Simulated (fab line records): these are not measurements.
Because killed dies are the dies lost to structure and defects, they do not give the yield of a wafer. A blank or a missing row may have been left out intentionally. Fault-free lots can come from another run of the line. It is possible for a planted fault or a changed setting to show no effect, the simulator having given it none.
Lot-split experiment / flow n5 finfet / 21 wafers read from 7 lots, route of 1938 steps

ON THE SPLIT
At N5_BEOL_M6_ETCH_66 (etches SOC in N2/H2, target depth 80 nm, overetch 16 nm, time 120 s), the setting bias w was moved away from the recipe's 150 W on 3 of the 21 wafers read, by -5.1% to +14.9%. For the rest of the wafers, this setting stayed at what the recipe calls for.

The split's own step is where the reading is taken.

THE READING
rf vpp V, in V, at N5_BEOL_M6_ETCH_66 (etches SOC in N2/H2, target depth 80 nm, overetch 16 nm, time 120 s). Typical for fault-free wafers on this fab line: 523.9 V, with standard deviation 2.6 V.

wafer=L077.1; tool, chamber at the split=rie diel-05, 2; bias w as run, W=150; against the recipe=recipe; rf vpp V, V=520.6; against lot-mates on the recipe=-
wafer=L077.5; tool, chamber at the split=rie diel-05, 2; bias w as run, W=150; against the recipe=recipe; rf vpp V, V=519.6; against lot-mates on the recipe=-
wafer=L077.6; tool, chamber at the split=rie diel-05, 1; bias w as run, W=150; against the recipe=recipe; rf vpp V, V=523.2; against lot-mates on the recipe=-
wafer=L079.1; tool, chamber at the split=rie diel-05, 3; bias w as run, W=150; against the recipe=recipe; rf vpp V, V=525.8; against lot-mates on the recipe=-
wafer=L079.3; tool, chamber at the split=rie diel-05, 0; bias w as run, W=150; against the recipe=recipe; rf vpp V, V=521.0; against lot-mates on the recipe=-
wafer=L079.4; tool, chamber at the split=rie diel-05, 1; bias w as run, W=150; against the recipe=recipe; rf vpp V, V=524.1; against lot-mates on the recipe=-
wafer=L082.1; tool, chamber at the split=rie diel-04, 0; bias w as run, W=150; against the recipe=recipe; rf vpp V, V=526.7; against lot-mates on the recipe=-
wafer=L082.3; tool, chamber at the split=rie diel-04, 1; bias w as run, W=150; against the recipe=recipe; rf vpp V, V=525.4; against lot-mates on the recipe=-
wafer=L082.6; tool, chamber at the split=rie diel-04, 2; bias w as run, W=172.4; against the recipe=+14.9%; rf vpp V, V=570.5; against lot-mates on the recipe=+44.5
wafer=L083.1; tool, chamber at the split=rie diel-05, 2; bias w as run, W=150; against the recipe=recipe; rf vpp V, V=528.2; against lot-mates on the recipe=-
wafer=L083.4; tool, chamber at the split=rie diel-05, 3; bias w as run, W=150; against the recipe=recipe; rf vpp V, V=525.8; against lot-mates on the recipe=-
wafer=L083.5; tool, chamber at the split=rie diel-05, 2; bias w as run, W=150; against the recipe=recipe; rf vpp V, V=527.7; against lot-mates on the recipe=-
wafer=L086.1; tool, chamber at the split=rie diel-03, 3; bias w as run, W=142.3; against the recipe=-5.1%; rf vpp V, V=503.9; against lot-mates on the recipe=-19.1
wafer=L086.2; tool, chamber at the split=rie diel-03, 0; bias w as run, W=150; against the recipe=recipe; rf vpp V, V=523.0; against lot-mates on the recipe=-
wafer=L086.3; tool, chamber at the split=rie diel-03, 1; bias w as run, W=142.3; against the recipe=-5.1%; rf vpp V, V=504.3; against lot-mates on the recipe=-18.7
wafer=L091.1; tool, chamber at the split=rie diel-03, 0; bias w as run, W=150; against the recipe=recipe; rf vpp V, V=523.2; against lot-mates on the recipe=-
wafer=L091.2; tool, chamber at the split=rie diel-03, 3; bias w as run, W=150; against the recipe=recipe; rf vpp V, V=521.8; against lot-mates on the recipe=-
wafer=L091.5; tool, chamber at the split=rie diel-03, 0; bias w as run, W=150; against the recipe=recipe; rf vpp V, V=522.6; against lot-mates on the recipe=-
wafer=L095.3; tool, chamber at the split=rie diel-03, 3; bias w as run, W=150; against the recipe=recipe; rf vpp V, V=521.6; against lot-mates on the recipe=-
wafer=L095.4; tool, chamber at the split=rie diel-03, 0; bias w as run, W=150; against the recipe=recipe; rf vpp V, V=523.1; against lot-mates on the recipe=-
wafer=L095.5; tool, chamber at the split=rie diel-03, 3; bias w as run, W=150; against the recipe=recipe; rf vpp V, V=520.2; against lot-mates on the recipe=-

THE FIT
A straight line over all 21 wafers: rf vpp V changes by +3.27 V for each +1% of bias w; r = +0.98; the points scatter about the line by 2.6 V.
The same after taking each lot's own level away (the mean of its wafers on the recipe; 21 wafers): +3.12 V for each +1%; r = +0.99; scatter 1.6 V.
Per that fit: largest bias w move, reading shift of 47 V.
From 521.13 to 527.23 V: that is the span of the lots' own levels, equal to 2.3 times the standard deviation above.
Hence the lot-to-lot level has little effect on the slope; both slopes agree.
Check: +55 V against its lot-mates is what the line predicts for one of the wafers moved furthest among these (+14.9%) when that wafer is left out of the fit. It came out at +44.5 V against them.
Tool readings at the split's step, against how far the setting was moved: rf vpp V r = +0.98.

THE FILE'S OWN FIT
rf vpp V changes by +3.05 V for each +1% of bias w, r = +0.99.
